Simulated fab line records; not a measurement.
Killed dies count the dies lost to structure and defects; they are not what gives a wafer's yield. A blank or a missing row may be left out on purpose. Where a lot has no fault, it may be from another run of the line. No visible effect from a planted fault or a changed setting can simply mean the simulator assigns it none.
fab line records	flow n5Finfet	part 2 of 2: steps 19 to 25 of 25
record: lots: 5	wafers: 15	lastDay: 16
route steps=1938 shown BEOL_M0_SAQP@688 BEOL_M0_CUTY@701
lots untouched by any fault: they come from a run of this same line in which no faults occurred
startH: hours from the record's opening day to when the first of the lot's shown wafers began	waitH: how many hours have passed since the lot's step before this one	" the same as in the row above	L1.1+2: a row that stands for several wafers	- no value, or no start was given	* or withheld: withheld	< > ~ a bound
route shown NAME@n: NAME is a module with steps in the file, n the number in the route of the first one	usual: the fault-free wafers' mean and standard deviation	same: alike in all rows	chamber/n: place in a boat	sites: each site's reading	_std_site: how widely they spread, as a standard deviation	_edge_site: mean of outer sites minus mean of inner sites	radiusMm: how far each site lies from the wafer's centre	mask NAME#n: copy n	behind: the most recent tool/chamber to have shaped the wafer	hold: what put the lot on hold/how long, in hours/how the hold closed	device: whichever transistor did not switch (one of n, p or np)	end of line: at the end of the route, the tests of the same wafers	for a step that has no rows: nothing shown but its recipe	killed: dies lost to structure and defects at the first sort, not the wafer's yield	map: a wafer's dies, x killed, . not, _ none there
set.NAME: the setting that was run; set.NAME@STEP: the one run at that earlier step	model.NAME: the simulator's own value behind a step, which no gauge read
certain route steps with their lots: each step a table, each wafer a row
services: the hour from which a tool's chamber was out of use, counted from the record's first day as startH (under 0 if before that day), plus the number of hours and why
== steps ==
step: N5_BEOL_M0_CUTY_PEB_55
recipe: pebTempC: 110	pebTimeS: 60	resist: CAR-ArF-block
usual: chillPlateTempC: 23.01/0.095
lot.wafer	tool	chamber	startH	waitH	chillPlateTempC
L079.1	lithoTrack-01	0	142.52	0.1	23.15
L079.2	"	0	"	"	23.00
L079.5	"	0	"	"	23.21
L083.3	lithoTrack-04	0	175.05	0.0	23.17
L083.4	"	0	"	"	23.01
L083.6	"	0	"	"	23.04
L087.3	lithoTrack-01	0	197.22	0.0	23.10
L087.4	"	0	"	"	22.83
L087.5	"	0	"	"	22.84
L090.1	lithoTrack-04	0	211.10	0.1	23.13
L090.5	"	0	"	"	23.04
L090.6	"	0	"	"	23.04
L092.1	lithoTrack-01	0	229.21	0.1	23.15
L092.3	"	0	"	"	23.07
L092.4	"	0	"	"	22.90
step: N5_BEOL_M0_CUTY_DEVELOP_56
recipe: developTimeS: 30	developer: TMAH	resist: CAR-ArF-block	rinseLiquid: diw	dry: airSpin	devTempC: 23
usual: chillPlateTempC: 23.02/0.12
lot.wafer	tool	chamber	startH	waitH	chillPlateTempC
L079.1	lithoTrack-01	0	-	-	23.02
L079.2	"	0	"	"	23.22
L079.5	"	0	"	"	23.07
L083.3	lithoTrack-04	0	-	-	23.02
L083.4	"	0	"	"	23.04
L083.6	"	0	"	"	23.11
L087.3	lithoTrack-01	0	-	-	22.77
L087.4	"	0	"	"	22.98
L087.5	"	0	"	"	22.87
L090.1	lithoTrack-04	0	-	-	23.06
L090.5	"	0	"	"	23.09
L090.6	"	0	"	"	23.18
L092.1	lithoTrack-01	0	-	-	23.13
L092.3	"	0	"	"	22.99
L092.4	"	0	"	"	23.03
step: N5_BEOL_M0_CUTY_CD_MEAS_57
recipe: targetCdNm: 200	landingEnergyEv: 500	detector: seInlens	polarity: line
usual: cdNm: 199.6/1.1
lot.wafer	tool	chamber	startH	waitH	cdNm
L079.1	cdSem-01	0	142.59	-	197.2
L079.2	"	0	"	"	198.4
L079.5	"	0	"	"	198.2
L083.3	cdSem-03	0	175.12	-	200.7
L083.4	"	0	"	"	201.5
L083.6	"	0	"	"	201.2
L087.3	cdSem-03	0	197.29	-	199.3
L087.4	"	0	"	"	198.3
L087.5	"	0	"	"	198.3
L090.1	cdSem-02	0	211.17	-	200.2
L090.5	"	0	"	"	201.0
L090.6	"	0	"	"	200.8
L092.1	cdSem-03	0	229.27	-	197.2
L092.3	"	0	"	"	198.4
L092.4	"	0	"	"	197.7
step: N5_BEOL_M0_CUTY_OVL_MEAS_58
recipe: pointsPerWafer: 44
usual: M0_ABLK_OVL: -0.3/0.8
lot.wafer	tool	chamber	startH	waitH	M0_ABLK_OVL[nm]
L079.1	overlay-01	0	142.62	0.0	-1.4
L079.2	"	0	"	"	1.3
L079.5	"	0	"	"	-0.6
L083.3	overlay-01	0	175.15	0.0	-0.5
L083.4	"	0	"	"	0.1
L083.6	"	0	"	"	-0.2
L087.3	overlay-02	0	197.32	0.0	-0.6
L087.4	"	0	"	"	1.0
L087.5	"	0	"	"	-1.4
L090.1	overlay-01	0	211.20	0.0	-0.2
L090.5	"	0	"	"	0.8
L090.6	"	0	"	"	-1.2
L092.1	overlay-02	0	229.30	0.0	-1.4
L092.3	"	0	"	"	-1.2
L092.4	"	0	"	"	-1.0
step: N5_BEOL_M0_CUTY_INSPECT_59
recipe: mode: adi	inspectInstrument: macro
usual: rawDefectCount: 2.0/1.5
lot.wafer	tool	chamber	startH	waitH	rawDefectCount
L079.1	defectInspect-01	-	142.64	0.0	4
L079.2	"	-	"	"	3
L079.5	"	-	"	"	0
L083.3	defectInspect-02	-	175.17	0.0	1
L083.4	"	-	"	"	1
L083.6	"	-	"	"	3
L087.3	defectInspect-02	-	197.34	0.0	2
L087.4	"	-	"	"	1
L087.5	"	-	"	"	2
L090.1	defectInspect-02	-	211.22	0.0	1
L090.5	"	-	"	"	2
L090.6	"	-	"	"	2
L092.1	defectInspect-02	-	229.33	0.0	2
L092.3	"	-	"	"	0
L092.4	"	-	"	"	2
step: N5_BEOL_M0_CUTY_DESCUM_61
recipe: chemistry: O2	timeS: 7.9	sourcePowerW: 50	biasPowerW: 20	pressureMtorr: 20	rfFrequencyHz: 2.712e+07	tempC: 40	resist: CAR-ArF-block	o2FlowSccm: 225
usual: drypumpMotorCurrentA: 5.5/0.37	oesProductAu: 0.78/0.088	rfVppV: 243.2/1.5	showerheadPlenumPTorr: 2.09/0.085	tempC: 40.01/0.12	throttleValvePct: 20.33/0.14
lot.wafer	tool	chamber	startH	waitH	drypumpMotorCurrentA	oesProductAu	rfHoursCounterH	rfVppV	showerheadPlenumPTorr	tempC	throttleValvePct
L079.1	rieDiel-04	3	143.00	0.4	5.6	0.71	181	242.3	1.98	39.84	20.26
L079.2	"	1	"	"	5.3	0.71	206	245.5	2.15	39.99	20.51
L079.5	"	1	"	"	5.3	0.71	-	243.1	2.15	39.96	20.52
L083.3	rieDiel-05	3	175.21	0.0	5.7	0.91	16	244.9	2.21	40.13	20.17
L083.4	"	0	"	"	4.9	0.81	80	243.6	2.11	40.05	20.03
L083.6	"	3	"	"	5.7	0.91	-	245.0	2.21	40.16	20.15
L087.3	rieDiel-02	3	197.42	0.1	5.4	0.90	42	244.0	2.12	40.00	20.27
L087.4	"	1	"	"	5.0	0.86	38	244.5	2.15	40.12	20.26
L087.5	"	0	"	"	5.7	0.70	-	243.1	1.98	39.95	20.43
L090.1	rieDiel-02	2	211.36	0.1	5.9	0.70	207	243.3	2.15	39.84	20.46
L090.5	"	1	"	"	5.0	0.85	-	242.4	2.15	40.12	20.24
L090.6	"	2	"	"	5.9	0.70	-	242.9	2.15	39.87	20.47
L092.1	rieDiel-02	2	230.45	1.1	5.9	0.69	217	243.2	2.14	40.00	20.48
L092.3	"	3	"	"	5.4	0.88	54	245.6	2.12	40.03	20.28
L092.4	"	0	"	"	5.7	0.70	218	240.6	1.98	40.02	20.44
step: N5_BEOL_M0_CUTY_ETCH_62
recipe: chemistry: CF4	target: SiARC	maskMaterial: CAR-ArF-block	timeS: 58.5	ionEnergyEv: 80	pressureMtorr: 40	sourceW: 545	biasW: 36	Ar_flow_sccm: 100	cf4FlowSccm: 100	ends: cleared
usual: drypumpMotorCurrentA: 5.5/0.37	etchRfOnTimeS: 59.0/0.96	oesProductAu: 0.67/0.072	rfVppV: 184.1/1.4	showerheadPlenumPTorr: 2.15/0.078	throttleValvePct: 15.59/0.19
lot.wafer	tool	chamber	startH	waitH	drypumpMotorCurrentA	etchRfOnTimeS	oesProductAu	rfHoursCounterH	rfVppV	showerheadPlenumPTorr	throttleValvePct
L079.1	rieDiel-04	3	143.04	0.0	5.7	60.6	0.60	181	183.9	2.04	15.64
L079.2	"	1	"	"	5.3	59.1	0.60	206	185.4	2.21	15.86
L079.5	"	1	"	"	5.3	59.8	0.60	-	185.3	2.21	15.86
L083.3	rieDiel-05	3	175.24	0.0	5.7	59.8	0.77	16	186.7	2.27	15.39
L083.4	"	0	"	"	5.0	57.9	0.69	80	184.7	2.16	15.28
L083.6	"	3	"	"	5.7	60.3	0.76	-	184.1	2.27	15.40
L087.3	rieDiel-02	3	197.46	0.0	5.4	58.3	0.76	42	184.4	2.19	15.55
L087.4	"	1	"	"	5.0	58.5	0.73	38	183.6	2.19	15.35
L087.5	"	0	"	"	5.7	59.6	0.60	-	181.6	2.04	15.67
L090.1	rieDiel-02	2	211.40	0.0	5.9	58.3	0.61	207	185.0	2.21	15.84
L090.5	"	1	"	"	5.0	59.0	0.72	-	185.0	2.19	15.35
L090.6	"	2	"	"	5.9	58.8	0.61	-	184.6	2.21	15.85
L092.1	rieDiel-02	2	230.48	0.0	5.9	58.4	0.60	217	184.7	2.20	15.85
L092.3	"	3	"	"	5.4	58.9	0.74	54	183.2	2.18	15.58
L092.4	"	0	"	"	5.7	60.5	0.58	218	182.6	2.04	15.70
== services ==
tool	chamber	startH	hours	kind
arfiScanner-01	-	125.03	3.9	pm
arfiScanner-03	-	125.31	4.9	pm
arfiScanner-02	-	131.34	1.0	pm
arfiScanner-03	-	142.53	1.0	pm
rieDiel-04	3	144.48	1.3	repair
arfiScanner-01	-	146.16	4.9	pm
arfiScanner-02	-	147.07	0.8	pm
arfiScanner-02	-	157.80	2.2	repair
arfiScanner-02	-	160.05	4.9	pm
rieDiel-04	1	165.57	6.6	repair
rieDiel-02	1	169.13	2.1	repair
arfiScanner-03	-	190.15	1.3	pm
rieDiel-06	0	191.26	3.2	repair
rieDiel-03	0	195.40	6.6	repair
rieDiel-06	1	206.40	12.2	repair
rieDiel-04	-	212.45	14.6	pm
arfiScanner-03	-	212.76	2.1	repair
rieDiel-05	0	213.96	11.5	repair
rieDiel-06	-	215.37	0.3	repair
arfiScanner-03	-	217.20	1.0	pm
rieDiel-03	3	218.34	1.6	repair
rieDiel-03	-	218.39	7.2	repair
arfiScanner-02	-	218.71	1.3	pm
rieDiel-05	-	227.23	15.6	pm
